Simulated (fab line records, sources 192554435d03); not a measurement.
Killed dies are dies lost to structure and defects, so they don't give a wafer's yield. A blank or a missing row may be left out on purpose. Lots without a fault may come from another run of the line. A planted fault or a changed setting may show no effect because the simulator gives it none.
One fault seen from 2 desks | flow n5_finfet | each desk has only its own numbers; what lay behind them comes last
Where a reading is given only as a bound, like >300, the bound stands for it, and a mean or a difference that rests on one is marked > or <: the true number lies beyond.

THE DEFECT DESK
What the inspections along the route counted, lot by lot: means of the sampled wafers that have a number. A lot is out of limits, marked OUT, if its mean lies more than 4 standard deviations from the usual mean; the brackets give that distance.
Columns: A = raw_defect_count at N5_DUMMY_GATE_INSPECT_17, usual 193; B = raw_defect_count at N5_DUMMY_GATE_INSPECT_27, usual 295; C = raw_defect_count at N5_SPACER0_INSPECT_04, usual 131; D = raw_defect_count at N5_SD_EPI_N_INSPECT_11, usual 1.9
lot  | first seen here | A              | B              | C              | D
L348 | day 3 05:40     | 198            | 291            | 129            | 1.3
L349 | day 3 09:31     | 180            | 265            | 106            | 1.3
L351 | day 3 22:10     | 202            | 311            | 131            | 2.3
L352 | day 4 02:17     | 207            | 324            | 117            | 1.7
L357 | day 5 12:16     | 258            | 364            | 171            | 1.3
L368 | day 8 03:35     | 1152 (+20) OUT | 1262 (+14) OUT | 1083 (+32) OUT | >300 (+99 or more) OUT
L369 | day 8 10:33     | 1249 (+22) OUT | 1384 (+16) OUT | 1151 (+34) OUT | >300 (+99 or more) OUT
L370 | day 8 15:13     | 193            | 301            | 132            | 2.3
This desk's finding: out of limits on L368, L369; first on L368, day 8 03:35 (raw_defect_count at N5_DUMMY_GATE_INSPECT_17). In limits: L348, L349, L351, L352, L357, L370.

THE METROLOGY DESK
What the gauges read, lot by lot, whatever tool the lot ran on: means of the sampled wafers that have a number. A lot is out of limits, marked OUT, if its mean lies more than 4 standard deviations from the usual mean; the brackets give that distance. Of its 11 readings 7 are shown: those that lie furthest out on some lot.
Columns: A = trench_depth_nm at N5_STI_FIN_REVEAL_FIN_H_MEAS_10, usual 52.0 nm; B = DIBL_N at N5_BEOL_M4_RC_MEAS_101, usual 36.3 mV/V; C = DIBL_P at N5_BEOL_M4_RC_MEAS_101, usual 36.5 mV/V; D = IOFF_N at N5_BEOL_M4_RC_MEAS_101, usual 0.16 nA/um; E = ION_N at N5_BEOL_M4_RC_MEAS_101, usual 675 uA/um; F = SS_N at N5_BEOL_M4_RC_MEAS_101, usual 71.6 mV/dec; G = VT_N at N5_BEOL_M4_RC_MEAS_101, usual 249 mV
lot  | first seen here | A    | B    | C    | D    | E   | F    | G
L348 | day 2 20:52     | 51.4 | 35.3 | 35.8 | 0.16 | 676 | 71.7 | 249
L349 | day 3 00:51     | 53.0 | 36.4 | 36.9 | 0.15 | 673 | 71.3 | 250
L351 | day 3 12:54     | 50.3 | 37.4 | 37.2 | 0.17 | 675 | 72.1 | 248
L352 | day 3 17:35     | 52.4 | 35.5 | 35.7 | 0.15 | 680 | 71.3 | 251
L357 | day 5 01:44     | 52.5 | 34.6 | 35.0 | 0.14 | 681 | 70.9 | 251
L368 | day 7 18:44     | 53.0 | 38.6 | 39.2 | 0.24 | 700 | 72.6 | 243
L369 | day 8 01:27     | 52.5 | 37.0 | 36.1 | 0.15 | 671 | 71.6 | 250
L370 | day 8 06:32     | 51.5 | 35.4 | 36.6 | 0.16 | 675 | 71.7 | 249
This desk's finding: nothing out of limits on any of the 8 lots.

PUT TOGETHER
The defect desk could have raised an alarm at day 8 03:35, on L368, L369.
The metrology desk saw nothing out of limits.
The metrology desk has L368, L369 on record, within its limits.
Of the lots named, all ran N5_DUMMY_GATE_PECVD_30 on pecvd-04.

WHAT THE SIMULATOR HAD PUT IN
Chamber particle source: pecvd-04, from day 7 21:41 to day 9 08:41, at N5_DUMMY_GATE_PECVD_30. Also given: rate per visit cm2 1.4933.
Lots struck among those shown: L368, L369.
Hours from the fault's start to each desk's first reading out of limits: the defect desk, 6.
